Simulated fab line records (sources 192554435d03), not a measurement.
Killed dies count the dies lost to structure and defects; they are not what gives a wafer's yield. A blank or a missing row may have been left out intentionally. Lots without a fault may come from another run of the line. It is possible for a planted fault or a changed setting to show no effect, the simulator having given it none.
fab line records	flow n5Finfet
[record] lots = 7	wafers = 21
route steps=1938 shown BEOL_M6@1198 BEOL_M7@1290 BEOL_M8@1371
startH: hours from the record's opening day to when the first of the lot's shown wafers began	waitH: hours since the lot's step before	" same as the row above	L1.1+2: a single row standing in for several wafers	- value missing, or start not given	* or withheld: withheld	< > ~ a bound
route shown NAME@n: NAME is a module with steps in the file, n the number in the route of the first one	usual: mean/standard deviation of fault-free wafers	same: alike in all rows	chamber/n: place in a boat	sites: per-site readings	_std_site: standard deviation of those values	_edge_site: the outer-site mean with the inner-site mean subtracted	radiusMm: how far each site lies from the wafer's centre	mask NAME#n: copy n	behind: the most recent tool/chamber to have shaped the wafer	hold: the reason the lot was held/the length of the hold in hours/how it ended	device: the transistor (n, p or np) that didn't switch	end of line: the tests these same wafers got at the end of their route	where a step has no rows: the recipe by itself	killed: dies lost to structure and defects at the first sort, not the wafer's yield	map: per-die view of a wafer (x killed, . not killed, _ where there is no die)
set.NAME: setting as actually run; set.NAME@STEP: the setting as run at that earlier step	model.NAME: the simulator's own value behind a step, which no gauge read
lots with deliberately changed settings; one table per step, one row per wafer
[[steps]]
[step N5_BEOL_M6_HM_DEP_02]
[recipe] material = TiN	targetThkA = 200	tempC = 25	chamberPressurePa = 0.49996
lot.wafer	tool	chamber	startH	waitH	set.targetThkA	model.TiN_of_BEOL_M6_HM_DEP_02.thkNm
L075.1+2	pvdSputter-02	-	196.80	0.9	200	20.6
L075.3	"	-	"	"	200	20.8
L074.1	pvdSputter-03	-	198.21	0.3	200	20
L074.2	"	-	"	"	184.3	18.6
L074.5	"	-	"	"	184.3	18.4
L077.1	pvdSputter-03	-	205.40	1.3	173.4	17.4
L077.3	"	-	"	"	200	19.8
L077.5	"	-	"	"	200	19.6
L080.1	pvdSputter-01	-	223.25	0.4	200	20
L080.2	"	-	"	"	200	19.8
L080.6	"	-	"	"	210.4	21
L088.1	pvdSputter-01	-	268.62	0.4	200	20
L088.2	"	-	"	"	226.2	22.6
L088.4	"	-	"	"	200	20.2
L092.1+3	pvdSputter-03	-	292.87	1.6	200	20
L092.2	"	-	"	"	200	20.2
L093.1	pvdSputter-02	-	299.63	0.2	200	20.4
L093.2	"	-	"	"	189.7	19.4
L093.5	"	-	"	"	200	20.6
[step N5_BEOL_M6_COAT_59]
[recipe] resist = SOC	tempC = 250	timeS = 60	spinRpm = 1500	resistThkNm = 100
[step N5_BEOL_M6_COAT_60]
[recipe] resist = SiARC	tempC = 220	timeS = 60	spinRpm = 1500	resistThkNm = 35
[step N5_BEOL_M6_STRIP_68]
[recipe] chemistry = N2/H2	tempC = 40	n2FlowSccm = 200	h2FlowSccm = 200	rfFrequencyHz = 6e+07
[step N5_BEOL_M6_STRIP_67]
[recipe] chemistry = CF4	resist = SiARC	powerW = 300	biasPowerW = 75	pressureMtorr = 50	cf4FlowSccm = 150	rfFrequencyHz = 6e+07
[step N5_BEOL_M6_HM_OPEN_17]
[recipe] chemistry = Cl2/BCl3	targetDepthA = 200	overetchA = 60	target = TiN	maskMaterial = SOC	ionEnergyEv = 150	pressureMtorr = 10	icpW = 1000	biasW = 126	Cl2_flow_sccm = 53.25	bcl3FlowSccm = 21.75	Ar_flow_sccm = 25
lot.wafer	tool	chamber	startH	waitH	set.targetThkA@BEOL_M6_HM_DEP_02	model.etch.depthNm
L075.1+2	rieMetal-03	0,1	197.54	0.0	200	20.66
L075.3	"	0	"	"	200	20.8
L074.1	rieMetal-03	0	198.95	0.0	200	19.94
L074.2	"	1	"	"	184.3	18.53
L074.5	"	1	"	"	184.3	18.33
L077.1	rieMetal-02	1	206.29	0.0	173.4	17.32
L077.3	"	1	"	"	200	19.84
L077.5	"	1	"	"	200	19.66
L080.1	rieMetal-02	0	223.99	0.0	200	20.1
L080.2	"	1	"	"	200	19.8
L080.6	"	0	"	"	210.4	21.04
L088.1	rieMetal-03	0	269.48	0.0	200	20.06
L088.2	"	1	"	"	226.2	22.53
L088.4	"	1	"	"	200	20.16
L092.1+3	rieMetal-03	1	294.24	0.0	200	20.02
L092.2	"	0	"	"	200	20.13
L093.1	rieMetal-02	1	300.39	0.0	200	20.4
L093.2	"	0	"	"	189.7	19.39
L093.5	"	1	"	"	200	20.57
[step N5_BEOL_M6_STRIP_19]
[recipe] chemistry = O2	powerW = 400	tempC = 40	pressureMtorr = 30	rfFrequencyHz = 6e+07	biasPowerW = 0	overashFraction = 0.2	o2FlowSccm = 225
[step N5_BEOL_M6_STRIP_76]
[recipe] chemistry = C4F6/O2	resist = SiARC	rfFrequencyHz = 6e+07
[step N5_BEOL_M6_STRIP_36]
[recipe] chemistry = N2/H2	powerW = 450	tempC = 40	pressureMtorr = 20	rfFrequencyHz = 6e+07	overashFraction = 0.3	biasPowerW = 7	h2Frac = 0.5	n2FlowSccm = 200	h2FlowSccm = 200
[step N5_BEOL_M6_TRENCH_ETCH_37]
[recipe] chemistry = C4F6/O2	targetDepthA = 944.35	target = SiCOH_lowk	timeS = 31.5	ionEnergyEv = 250	pressureMtorr = 30	sourceW = 345	biasW = 185	Ar_flow_sccm = 300	C4F6_flow_sccm = 10	O2_flow_sccm = 10
lot.wafer	tool	chamber	startH	waitH	set.targetThkA@BEOL_M6_HM_DEP_02	model.TiN_of_BEOL_M6_HM_DEP_02.thkNm
L075.1+2	rieDiel-05	0,2	-	-	200	18
L075.3	"	3	"	"	200	18.2
L074.1	rieDiel-01	0	-	-	200	17.2
L074.2	"	1	"	"	184.3	16
L074.5	"	3	"	"	184.3	15.6
L077.1	rieDiel-05	0	-	-	173.4	14.8
L077.3	"	3	"	"	200	17.2
L077.5	"	0	"	"	200	17
L080.1	rieDiel-01	1	-	-	200	17.4
L080.2	"	2	"	"	200	17
L080.6	"	2	"	"	210.4	18.4
L088.1+4	rieDiel-01	2,3	-	-	200	17.4
L088.2	"	1	"	"	226.2	19.8
L092.1+2	rieDiel-03	2,0	-	-	200	17.4
L092.3	"	3	"	"	200	17.2
L093.1	rieDiel-03	3	-	-	200	17.8
L093.2	"	0	"	"	189.7	16.6
L093.5	"	0	"	"	200	18
[step N5_BEOL_M6_ALD_77]
[recipe] material = TaN	targetThkA = 20	tempC = 275	aldPrecursorFamily = PDMAT	aldCoReactant = NH3	pressureTorr = 3	carrierFlowSccm = 1500	pulseTimeS = 2	purgeTimeS = 3	coReactantPurgeTimeS = 2	coReactantPulseTimeS = 3	aldCycles = 40	precursorVesselTempC = 75	precursorVesselPressureTorr = 26.25	precursorVesselCarrierSccm = 1000
lot.wafer	tool	chamber	startH	waitH	set.aldCycles	model.TaN_of_BEOL_M6_ALD_77.thkNm
L075.1+2+3	aldMetal-01	2,0,1	201.74	0.1	40	2
L074.1	aldMetal-04	3	201.90	0.0	46	2.4
L074.2	"	0	"	"	46	2.2
L074.5	"	0	"	"	40	2
L077.1+5	aldMetal-04	0,3	209.89	0.0	40	2
L077.3	"	2	"	"	38	1.8
L080.1+2+6	aldMetal-02	3,1,0	227.29	0.1	40	2
L088.1+2	aldMetal-04	0,3	272.88	0.0	40	2
L088.4	"	2	"	"	46	2.4
L092.1+2	aldMetal-01	0,2	298.77	0.0	40	2
L092.3	"	3	"	"	42	2.2
L093.1+2	aldMetal-01	2,3	303.34	0.1	37	1.8
L093.5	"	3	"	"	40	2
[step N5_BEOL_M7_COAT_22]
[recipe] resist = CAR-EUV	spinRpm = 1500	resistThkNm = 30
lot.wafer	tool	chamber	startH	waitH	set.spinRpm	model.CAR-EUV_of_BEOL_M7_COAT_22.thkNm
L075.1+2+3	lithoTrack-02	0	-	-	1500	30
L074.1	lithoTrack-03	0	-	-	1610	29
L074.2+5	"	0	"	"	1500	30
L077.1+3	lithoTrack-03	0	-	-	1606	29
L077.5	"	0	"	"	1500	30
L080.1+2+6	lithoTrack-01	0	-	-	1500	30
L088.1	lithoTrack-01	0	-	-	1500	30
L088.2	"	0	"	"	1335	31.8
L088.4	"	0	"	"	1335	31.6
L092.1	lithoTrack-02	0	-	-	1630	28.8
L092.2	"	0	"	"	1500	30
L092.3	"	0	"	"	1500	30.2
L093.1+5	lithoTrack-01	0	-	-	1571	29.4
L093.2	"	0	"	"	1500	30
[step N5_BEOL_M7_EBR_24]
[recipe] solvent = PGMEA	ebrWidthMm = 1.5
[step N5_BEOL_M7_SOFTBAKE_23]
[recipe] tempC = 110	timeS = 60	resist = CAR-EUV
[step N5_BEOL_M7_EXPOSE_25]
[recipe] maskId = V6	na = 0.33	sourceShape = annular	sigmaInner = 0.4	sigmaOuter = 0.8	polarization = unpolarized	targetCdNm = 40	doseMj = 42.5
[step N5_BEOL_M7_PEB_26]
[recipe] pebTempC = 100	pebTimeS = 60	resist = CAR-EUV
[step N5_BEOL_M7_DEVELOP_27]
[recipe] developTimeS = 30	developer = TMAH	resist = CAR-EUV	rinseLiquid = surfactantRinse	dry = airSpin	devTempC = 23
lot.wafer	tool	chamber	startH	waitH	set.spinRpm@BEOL_M7_COAT_22	model.CAR-EUV_of_BEOL_M7_COAT_22.thkNm
L075.1+2+3	lithoTrack-03	0	-	-	1500	29.6
L074.1	lithoTrack-03	0	-	-	1610	28.6
L074.2+5	"	0	"	"	1500	29.6
L077.1	lithoTrack-01	0	-	-	1606	28.4
L077.3	"	0	"	"	1606	28.6
L077.5	"	0	"	"	1500	29.4
L080.1+2+6	lithoTrack-03	0	-	-	1500	29.6
L088.1	lithoTrack-03	0	-	-	1500	29.6
L088.2	"	0	"	"	1335	31.4
L088.4	"	0	"	"	1335	31.2
L092.1	lithoTrack-01	0	-	-	1630	28.4
L092.2+3	"	0	"	"	1500	29.6
L093.1+5	lithoTrack-03	0	-	-	1571	28.8
L093.2	"	0	"	"	1500	29.4
[step N5_BEOL_M7_DESCUM_33]
[recipe] chemistry = O2	timeS = 7	sourcePowerW = 50	biasPowerW = 20	pressureMtorr = 20	rfFrequencyHz = 2.712e+07	tempC = 40	resist = CAR-EUV	o2FlowSccm = 225
lot.wafer	tool	chamber	startH	waitH	set.timeS	set.spinRpm@BEOL_M7_COAT_22	model.CAR-EUV_of_BEOL_M7_COAT_22.thkNm
L075.1+2+3	rieDiel-06	2,3,0	205.56	0.0	7	1500	26
L074.1	rieDiel-06	2	209.06	0.2	7	1610	25
L074.2	"	1	"	"	5.892	1500	26.6
L074.5	"	3	"	"	7	1500	26
L077.1	rieDiel-04	3	215.49	0.0	7.626	1606	24.6
L077.3	"	2	"	"	7.626	1606	24.8
L077.5	"	3	"	"	7	1500	26
L080.1+2	rieDiel-02	2,1	233.29	0.0	7	1500	26.2
L080.6	"	2	"	"	7	1500	26
L088.1	rieDiel-02	0	280.97	1.8	8.572	1500	25.2
L088.2	"	2	"	"	7	1335	27.8
L088.4	"	1	"	"	8.572	1335	27
L092.1	rieDiel-06	1	306.44	0.1	7	1630	24.8
L092.2	"	0	"	"	7	1500	26.2
L092.3	"	3	"	"	6.372	1500	26.6
L093.1+5	rieDiel-06	1,2	310.14	0.0	7	1571	25.4
L093.2	"	0	"	"	7	1500	26
[step N5_BEOL_M7_ETCH_72]
[recipe] chemistry = N2/H2	target = underlayer	targetDepthA = 65	maskMaterial = CAR-EUV	timeS = 5.2	ionEnergyEv = 200	pressureMtorr = 30	sourceW = 840	biasW = 150	n2FlowSccm = 200	h2FlowSccm = 200	ends = cleared
lot.wafer	tool	chamber	startH	waitH	set.spinRpm@BEOL_M7_COAT_22	set.timeS@BEOL_M7_DESCUM_33	model.CAR-EUV_of_BEOL_M7_COAT_22.thkNm
L075.1+2+3	rieDiel-06	2,3,0	205.59	0.0	1500	7	20.4
L074.1	rieDiel-06	2	209.10	0.0	1610	7	19.4
L074.2	"	1	"	"	1500	5.892	21
L074.5	"	3	"	"	1500	7	20.4
L077.1+3	rieDiel-04	3,2	215.53	0.0	1606	7.626	19
L077.5	"	3	"	"	1500	7	20.2
L080.1+2+6	rieDiel-02	2,1,2	233.32	0.0	1500	7	20.4
L088.1	rieDiel-02	0	281.00	0.0	1500	8.572	19.6
L088.2	"	2	"	"	1335	7	22.2
L088.4	"	1	"	"	1335	8.572	21.2
L092.1	rieDiel-06	1	306.48	0.0	1630	7	19.2
L092.2	"	0	"	"	1500	7	20.4
L092.3	"	3	"	"	1500	6.372	20.8
L093.1+5	rieDiel-06	1,2	310.18	0.0	1571	7	19.6
L093.2	"	0	"	"	1500	7	20.2
[step N5_BEOL_M7_ETCH_65]
[recipe] chemistry = CF4	target = SiARC	targetDepthA = 156	maskMaterial = CAR-EUV	timeS = 26	ionEnergyEv = 80	pressureMtorr = 40	sourceW = 545	biasW = 36	Ar_flow_sccm = 100	cf4FlowSccm = 100	ends = cleared
lot.wafer	tool	chamber	startH	waitH	set.spinRpm@BEOL_M7_COAT_22	set.timeS@BEOL_M7_DESCUM_33	model.CAR-EUV_of_BEOL_M7_COAT_22.thkNm
L075.1+2+3	rieDiel-06	2,3,0	205.61	0.0	1500	7	11.2
L074.1	rieDiel-06	2	209.12	0.0	1610	7	10.2
L074.2	"	1	"	"	1500	5.892	11.8
L074.5	"	3	"	"	1500	7	11.2
L077.1+3	rieDiel-04	3,2	215.55	0.0	1606	7.626	9.8
L077.5	"	3	"	"	1500	7	11
L080.1+2+6	rieDiel-02	2,1,2	233.34	0.0	1500	7	11.2
L088.1	rieDiel-02	0	281.02	0.0	1500	8.572	10.4
L088.2	"	2	"	"	1335	7	13
L088.4	"	1	"	"	1335	8.572	12
L092.1	rieDiel-06	1	306.49	0.0	1630	7	9.8
L092.2	"	0	"	"	1500	7	11.2
L092.3	"	3	"	"	1500	6.372	11.6
L093.1+5	rieDiel-06	1,2	310.19	0.0	1571	7	10.4
L093.2	"	0	"	"	1500	7	11
[step N5_BEOL_M8_ETCH_66]
[recipe] chemistry = N2/H2	target = SOC	targetDepthA = 800	overetchA = 160	maskMaterial = SiARC	tempC = 40	timeS = 120	ionEnergyEv = 200	pressureMtorr = 30	sourceW = 840	biasW = 150	n2FlowSccm = 200	h2FlowSccm = 200
[usual] rfVppV = 523.9/2.5
lot.wafer	tool	chamber	startH	waitH	set.sourceW	rfVppV
L075.1	rieDiel-01	1	213.75	0.0	840	519.0
L075.2	"	0	"	"	840	526.3
L075.3	"	3	"	"	840	528.2
L074.1	rieDiel-05	3	215.59	0.0	907.1	509.3
L074.2	"	0	"	"	907.1	511.0
L074.5	"	2	"	"	840	523.0
L077.1	rieDiel-05	0	222.61	0.0	882.4	517.4
L077.3	"	2	"	"	840	522.8
L077.5	"	1	"	"	882.4	515.2
L080.1	rieDiel-01	1	243.08	0.0	840	519.2
L080.2	"	0	"	"	947.5	503.9
L080.6	"	1	"	"	947.5	500.5
L088.1	rieDiel-01	0	288.23	0.0	739.5	549.5
L088.2	"	3	"	"	840	527.5
L088.4	"	1	"	"	840	520.8
L092.1	rieDiel-05	1	312.21	0.0	793.3	531.9
L092.2	"	2	"	"	793.3	533.1
L092.3	"	0	"	"	840	524.1
L093.1	rieDiel-01	2	315.99	0.0	881	517.9
L093.2	"	0	"	"	840	525.8
L093.5	"	3	"	"	840	527.3
[step N5_BEOL_M8_TRENCH_ETCH_37]
[recipe] chemistry = C4F6/O2	targetDepthA = 934.78	target = SiCOH_lowk	timeS = 31.2	ionEnergyEv = 250	pressureMtorr = 30	sourceW = 345	biasW = 185	Ar_flow_sccm = 300	C4F6_flow_sccm = 10	O2_flow_sccm = 10
lot.wafer	tool	chamber	startH	waitH	set.timeS	model.etch.depthNm	model.BEOL_M8.featureDepthNm
L075.1	rieDiel-01	1	-	-	31.2	89.95	90
L075.2	"	0	"	"	31.2	93.04	93
L075.3	"	3	"	"	31.2	91.49	91.4
L074.1	rieDiel-05	3	-	-	31.2	91.48	91.4
L074.2	"	0	"	"	33.23	97.07	97
L074.5	"	2	"	"	31.2	91.27	91.2
L077.1	rieDiel-05	0	-	-	27	78.67	78.6
L077.3	"	2	"	"	31.2	90.65	90.6
L077.5	"	1	"	"	31.2	94.1	94
L080.1	rieDiel-01	1	-	-	31.2	89.63	89.6
L080.2	"	0	"	"	31.2	91.86	91.8
L080.6	"	1	"	"	31.2	89.08	89
L088.1	rieDiel-01	0	-	-	37.67	114.4	114.4
L088.2	"	3	"	"	37.67	113.3	113.2
L088.4	"	1	"	"	31.2	91.91	92
L092.1	rieDiel-05	1	-	-	33.96	101.6	101.6
L092.2	"	2	"	"	33.96	100	100
L092.3	"	0	"	"	33.96	102.3	102.2
L093.1	rieDiel-01	2	-	-	27.73	83.24	83.2
L093.2	"	0	"	"	31.2	94.01	94
L093.5	"	3	"	"	31.2	93.17	93.2
[step N5_BEOL_M8_ETCH_41]
[recipe] chemistry = CH3F/O2	target = SiCN	targetDepthA = 319	taperDeg = 2	timeS = 57.8	ionEnergyEv = 120	maskMaterial = TiN	pressureMtorr = 30	sourceW = 395	biasW = 75	Ar_flow_sccm = 150	CH3F_flow_sccm = 30	O2_flow_sccm = 20
[step N5_BEOL_M8_STRIP_80]
[recipe] chemistry = N2/H2	timeS = 10	powerW = 450	tempC = 40	pressureMtorr = 20	rfFrequencyHz = 6e+07	biasPowerW = 7	n2FlowSccm = 200	h2FlowSccm = 200
[step N5_BEOL_M8_OCD_MEAS_38]
[usual] trenchDepthNm = 92.3/1.3
lot.wafer	tool	chamber	startH	waitH	set.timeS@BEOL_M8_TRENCH_ETCH_37	trenchDepthNm
L075.1	ocd-01	-	214.10	-	31.2	90.0
L075.2	"	-	"	"	31.2	93.1
L075.3	"	-	"	"	31.2	92.1
L074.1	ocd-02	-	215.94	-	31.2	91.8
L074.2	"	-	"	"	33.23	97.4
L074.5	"	-	"	"	31.2	91.3
L077.1	ocd-01	-	222.96	-	27	79.0
L077.3	"	-	"	"	31.2	90.5
L077.5	"	-	"	"	31.2	93.8
L080.1	ocd-02	-	243.43	-	31.2	89.6
L080.2	"	-	"	"	31.2	92.3
L080.6	"	-	"	"	31.2	89.5
L088.1	ocd-02	-	288.58	-	37.67	113.9
L088.2	"	-	"	"	37.67	113.1
L088.4	"	-	"	"	31.2	91.4
L092.1	ocd-01	-	312.56	-	33.96	102.0
L092.2	"	-	"	"	33.96	100.1
L092.3	"	-	"	"	33.96	102.6
L093.1	ocd-02	-	316.34	-	27.73	83.4
L093.2	"	-	"	"	31.2	94.3
L093.5	"	-	"	"	31.2	93.5
[step N5_BEOL_M8_HM_STRIP_39]
[recipe] chemistry = peroxideTinStrip	material = TiN	targetDepthA = 250	tempC = 50	timeS = 158
[step N5_BEOL_M8_SRD_40]
[recipe] timeS = 30	tempC = 23	rinseLiquid = diw	dry = ipaMarangoni
[step N5_BEOL_M8_ECD_50]
[recipe] material = Cu	targetThkA = 3000
[step N5_BEOL_M8_ANNEAL_51]
[recipe] tempC = 225	timeS = 90	ambient = N2
[step N5_BEOL_M8_CMP_52]
[recipe] stopOn = SiCOH_lowk	tOverpolishS = 6.9	downForcePsi = 1	platenRpm = 50	clearingPlatenDownForcePsi = 1.5	clearingPlatenRpm = 50	postCmpClean = cuAlkaline	targetThkNm = 80	clearingPlatenPadVelocityMS = 0.99484	padVelocityMS = 0.99484
lot.wafer	tool	chamber	startH	waitH	set.timeS@BEOL_M8_TRENCH_ETCH_37	model.Cu_of_BEOL_M8_ECD_50.thkNm
L075.1	cmp-03	0	216.68	0.3	31.2	76.2
L075.3	"	1	"	"	31.2	77.8
L075.2	"	2	"	"	31.2	79
L074.1	cmp-04	1	219.84	0.3	31.2	79.2
L074.2	"	2	"	"	33.23	83.8
L074.5	"	1	"	"	31.2	77.4
L077.3	cmp-01	0	226.44	0.2	31.2	75.8
L077.1	"	1	"	"	27	65
L077.5	"	0	"	"	31.2	79.8
L080.1+6	cmp-04	1,2	246.58	0.3	31.2	76.2
L080.2	"	3	"	"	31.2	79
L088.1	cmp-01	0	290.83	0.3	37.67	102.2
L088.4	"	1	"	"	31.2	79.2
L088.2	"	3	"	"	37.67	99.2
L092.1	cmp-04	0	314.79	0.3	33.96	88.6
L092.2	"	2	"	"	33.96	87.6
L092.3	"	3	"	"	33.96	90
L093.2	cmp-03	3	319.00	0.3	31.2	81.4
L093.1	"	0	"	"	27.73	71.2
L093.5	"	2	"	"	31.2	80.2
[step N5_BEOL_M8_THK_MEAS_53]
[recipe] thkMeasGauge = xrf	reads = Cu_of_BEOL_M8_ECD_50
[usual] M8_THK = 78.3/1.7
lot.wafer	tool	chamber	startH	waitH	set.timeS@BEOL_M8_TRENCH_ETCH_37	M8_THK[nm]
L075.1	filmMetro-01	-	216.98	-	31.2	75.0
L075.2	"	-	"	"	31.2	77.9
L075.3	"	-	"	"	31.2	76.7
L074.1	filmMetro-02	-	220.09	-	31.2	78.5
L074.2	"	-	"	"	33.23	83.3
L074.5	"	-	"	"	31.2	77.1
L077.1	filmMetro-01	-	226.74	-	27	64.4
L077.3	"	-	"	"	31.2	75.4
L077.5	"	-	"	"	31.2	79.5
L080.1	filmMetro-02	-	246.88	-	31.2	76.8
L080.2	"	-	"	"	31.2	79.7
L080.6	"	-	"	"	31.2	76.9
L088.1	filmMetro-02	-	291.12	-	37.67	102.2
L088.2	"	-	"	"	37.67	99.2
L088.4	"	-	"	"	31.2	79.2
L092.1	filmMetro-01	-	315.08	-	33.96	87.1
L092.2	"	-	"	"	33.96	86.3
L092.3	"	-	"	"	33.96	88.6
L093.1	filmMetro-01	-	319.22	-	27.73	71.1
L093.2	"	-	"	"	31.2	81.1
L093.5	"	-	"	"	31.2	80.1
[step N5_BEOL_M8_PRE_CLEAN_55]
[recipe] gas = NH3	timeS = 15	tempC = withheld	rfPowerW = 300
[step N5_BEOL_M8_DEP_56]
[recipe] material = SiCN	targetThkA = 100	tempC = withheld	precursor = 3MS/NH3	pressureTorr = 3	rfW = 202	timeS = 17.5
[step N5_BEOL_M8_RS_MEAS_57]
[recipe] thkMeasGauge = four-point-probe	reads = Cu_of_BEOL_M8_ECD_50+Co_of_BEOL_M8_CVD_78+TaN_of_BEOL_M8_ALD_77
[usual] M8_RS = 0.291/0.0068
lot.wafer	tool	chamber	startH	waitH	set.timeS@BEOL_M8_TRENCH_ETCH_37	M8_RS[ohm/sq]
L075.1	filmMetro-01	-	217.14	0.1	31.2	0.304
L075.2	"	-	"	"	31.2	0.290
L075.3	"	-	"	"	31.2	0.296
L074.1	filmMetro-01	-	220.25	0.1	31.2	0.290
L074.2	"	-	"	"	33.23	0.271
L074.5	"	-	"	"	31.2	0.298
L077.1	filmMetro-02	-	226.87	0.1	27	0.367
L077.3	"	-	"	"	31.2	0.305
L077.5	"	-	"	"	31.2	0.287
L080.1	filmMetro-02	-	247.01	0.1	31.2	0.303
L080.2	"	-	"	"	31.2	0.291
L080.6	"	-	"	"	31.2	0.302
L088.1	filmMetro-02	-	291.25	0.1	37.67	0.216
L088.2	"	-	"	"	37.67	0.223
L088.4	"	-	"	"	31.2	0.290
L092.1	filmMetro-02	-	315.24	0.1	33.96	0.255
L092.2	"	-	"	"	33.96	0.257
L092.3	"	-	"	"	33.96	0.249
L093.1	filmMetro-02	-	319.35	0.1	27.73	0.328
L093.2	"	-	"	"	31.2	0.280
L093.5	"	-	"	"	31.2	0.285
[[key]]
[split] step = N5_BEOL_M6_HM_DEP_02	setting = targetThkA	stated = 200	by = wafer
[response] step = N5_BEOL_M6_HM_DEP_02	reading = model.TiN_of_BEOL_M6_HM_DEP_02.thkNm	change = +0.187	per = 1%	r = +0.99
[response] step = N5_BEOL_M6_HM_OPEN_17	reading = model.etch.depthNm	change = +0.188	per = 1%	r = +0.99
[response] step = N5_BEOL_M6_TRENCH_ETCH_37	reading = model.TiN_of_BEOL_M6_HM_DEP_02.thkNm	change = +0.185	per = 1%	r = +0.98
[split] step = N5_BEOL_M6_ALD_77	setting = aldCycles	stated = 40	by = wafer
[response] step = N5_BEOL_M6_ALD_77	reading = model.TaN_of_BEOL_M6_ALD_77.thkNm	change = +0.0252	per = 1%	r = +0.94
[split] step = N5_BEOL_M7_COAT_22	setting = spinRpm	stated = 1500	by = wafer
[response] step = N5_BEOL_M7_COAT_22	reading = model.CAR-EUV_of_BEOL_M7_COAT_22.thkNm	change = -0.146	per = 1%	r = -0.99
[response] step = N5_BEOL_M7_DEVELOP_27	reading = model.CAR-EUV_of_BEOL_M7_COAT_22.thkNm	change = -0.142	per = 1%	r = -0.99
[response] step = N5_BEOL_M7_DESCUM_33	reading = model.CAR-EUV_of_BEOL_M7_COAT_22.thkNm	change = -0.185	per = 1%	r = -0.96
[response] step = N5_BEOL_M7_ETCH_72	reading = model.CAR-EUV_of_BEOL_M7_COAT_22.thkNm	change = -0.174	per = 1%	r = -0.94
[response] step = N5_BEOL_M7_ETCH_65	reading = model.CAR-EUV_of_BEOL_M7_COAT_22.thkNm	slope = -0.143	per = 1%	togetherWith = timeS@BEOL_M7_DESCUM_33	explained = 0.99
[split] step = N5_BEOL_M7_DESCUM_33	setting = timeS	stated = 7	by = wafer
[response] step = N5_BEOL_M7_DESCUM_33	reading = model.CAR-EUV_of_BEOL_M7_COAT_22.thkNm	slope = -0.037	per = 1%	togetherWith = spinRpm@BEOL_M7_COAT_22	explained = 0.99
[response] step = N5_BEOL_M7_ETCH_72	reading = model.CAR-EUV_of_BEOL_M7_COAT_22.thkNm	slope = -0.0423	per = 1%	togetherWith = spinRpm@BEOL_M7_COAT_22	explained = 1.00
[response] step = N5_BEOL_M7_ETCH_65	reading = model.CAR-EUV_of_BEOL_M7_COAT_22.thkNm	slope = -0.0414	per = 1%	togetherWith = spinRpm@BEOL_M7_COAT_22	explained = 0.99
[split] step = N5_BEOL_M8_ETCH_66	setting = sourceW	stated = 840	by = wafer
[response] step = N5_BEOL_M8_ETCH_66	reading = rfVppV	change = -1.65	per = 1%	r = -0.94
[split] step = N5_BEOL_M8_TRENCH_ETCH_37	setting = timeS	stated = 31.2	by = wafer
[response] step = N5_BEOL_M8_TRENCH_ETCH_37	reading = model.etch.depthNm	change = +1.02	per = 1%	r = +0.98
[response] step = N5_BEOL_M8_TRENCH_ETCH_37	reading = model.BEOL_M8.featureDepthNm	change = +1.02	per = 1%	r = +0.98
[response] step = N5_BEOL_M8_OCD_MEAS_38	reading = trenchDepthNm	change = +1.02	per = 1%	r = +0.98
[response] step = N5_BEOL_M8_CMP_52	reading = model.Cu_of_BEOL_M8_ECD_50.thkNm	change = +0.979	per = 1%	r = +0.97
[response] step = N5_BEOL_M8_THK_MEAS_53	reading = M8_THK	change = +0.981	per = 1%	r = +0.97
[response] step = N5_BEOL_M8_RS_MEAS_57	reading = M8_RS	change = -0.00396	per = 1%	r = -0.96
